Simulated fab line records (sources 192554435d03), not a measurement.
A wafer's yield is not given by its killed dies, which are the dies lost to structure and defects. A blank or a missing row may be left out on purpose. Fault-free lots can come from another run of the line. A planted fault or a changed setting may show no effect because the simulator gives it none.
Matching of chambers | flow n5-finfet | N5_BEOL_M7_ETCH_66 on rie-diel-05: 4 sister chambers
The step etches SOC in N2/H2, target depth 80 nm, overetch 16 nm, time 120 s. 16 wafers are shown with their chamber, then 8 later ones without.

WAFERS WITH THEIR CHAMBER
wafer  | chamber | showerhead-plenum-p-Torr (Torr) | throttle-valve-pct (%) | oes-product-au (a.u.)
L076.2 | 2       | 2.42                            | 17.91                  | 0.55
L076.4 | 0       | 2.48                            | 17.54                  | 0.65
L076.6 | 2       | 2.42                            | 17.89                  | 0.54
L080.1 | 0       | 2.47                            | 17.55                  | 0.65
L080.3 | 1       | 2.51                            | 17.92                  | 0.72
L080.6 | 0       | 2.47                            | 17.57                  | 0.65
L083.1 | 2       | 2.42                            | 17.92                  | 0.53
L083.2 | 1       | 2.51                            | 17.92                  | 0.71
L083.4 | 0       | 2.47                            | 17.57                  | 0.64
L084.3 | 2       | 2.42                            | 17.91                  | 0.54
L084.5 | 0       | 2.47                            | 17.58                  | 0.65
L084.6 | 3       | 2.44                            | 17.85                  | 0.58
L086.1 | 1       | 2.50                            | 17.95                  | 0.70
L086.2 | 3       | 2.44                            | 17.86                  | 0.58
L086.4 | 0       | 2.47                            | 17.59                  | 0.64
L091.4 | 1       | 2.50                            | 17.95                  | 0.69

SIGNATURES (means of the wafers above)
reading                  | chamber 0 | chamber 1 | chamber 2 | chamber 3 | scatter within a chamber
showerhead-plenum-p-Torr | 2.4717    | 2.5050    | 2.4200    | 2.4400    | 0.00391
throttle-valve-pct       | 17.5667   | 17.9350   | 17.9075   | 17.8550   | 0.0162
oes-product-au           | 0.6467    | 0.7050    | 0.5400    | 0.5800    | 0.00833
Rule: distance of a wafer from a chamber = root of the sum over the readings of ((wafer's reading minus chamber's mean) / reading's scatter) squared. The wafer belongs to the nearest chamber; if the next one is less than 2 further off, it can't be placed. The scatter: the root of (the sum of the squares of (reading less its chamber's mean) over the shown wafers, divided by (wafers less chambers)).

WAFERS WITH NO CHAMBER GIVEN
wafer  | showerhead-plenum-p-Torr (Torr) | throttle-valve-pct (%) | oes-product-au (a.u.)
L091.5 | 2.50                            | 17.96                  | 0.68
L091.6 | 2.41                            | 17.95                  | 0.53
L092.1 | 2.46                            | 17.59                  | 0.63
L092.4 | 2.43                            | 17.87                  | 0.57
L092.6 | 2.50                            | 17.96                  | 0.68
L097.1 | 2.50                            | 17.97                  | 0.67
L097.4 | 2.46                            | 17.60                  | 0.62
L097.5 | 2.50                            | 17.98                  | 0.67

WHICH CHAMBER EACH WENT THROUGH
wafer  | from the rows above | in truth
L091.5 | 1                   | 1
L091.6 | 2                   | 2
L092.1 | 0                   | 0
L092.4 | 3                   | 3
L092.6 | 1                   | 1
L097.1 | 1                   | 1
L097.4 | 0                   | 0
L097.5 | 1                   | 1
8 of 8 placed correctly. Number that these rows cannot place: 0. Wrongly placed: 0.
